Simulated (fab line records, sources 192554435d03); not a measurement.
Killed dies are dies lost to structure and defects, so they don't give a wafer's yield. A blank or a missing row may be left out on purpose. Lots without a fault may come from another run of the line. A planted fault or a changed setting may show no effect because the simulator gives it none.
Chamber matching | flow n5_finfet | N5_SPACER0_ALD_07 on ald_sin-01: 4 sister chambers
The step deposits SiNx, target thk 2 nm. 8 wafers are shown with their chamber, then 8 later ones without.

WAFERS WITH THEIR CHAMBER
wafer  | chamber | heater_power_w (W)
L082.2 | 2       | 773
L086.5 | 0       | 766
L090.5 | 1       | 803
L090.6 | 0       | 785
L093.2 | 3       | 878
L093.4 | 1       | 798
L093.5 | 3       | 854
L094.1 | 2       | 784

WAFERS WITHOUT THEIR CHAMBER
wafer  | heater_power_w (W)
L094.2 | 764
L094.3 | 855
L096.2 | 873
L096.4 | 789
L096.5 | 807
L097.1 | 801
L097.3 | 885
L097.5 | 864

WHICH CHAMBER EACH WENT THROUGH
wafer  | from the rows above          | in truth
L094.2 | can't be placed: 0 or 2      | 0
L094.3 | 3                            | 3
L096.2 | 3                            | 3
L096.4 | can't be placed: 2 or 1 or 0 | 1
L096.5 | can't be placed: 1 or 2      | 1
L097.1 | can't be placed: 1 or 2      | 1
L097.3 | 3                            | 3
L097.5 | 3                            | 3
Placed correctly: 4 of 8. Can't be placed from these rows: 4 (the true chamber is among the candidates in 4). Placed wrongly: 0.
How it was worked out, from the rows above alone: a wafer's distance from a chamber is the root of the sum, over the readings, of the square of ((its reading less the chamber's mean) divided by the reading's scatter). The wafer belongs to the nearest chamber; if the next one is less than 2 further off, it can't be placed. A chamber's mean is the mean of its shown wafers. The scatter: the root of (the sum of the squares of (reading less its chamber's mean) over the shown wafers, divided by (wafers less chambers)).
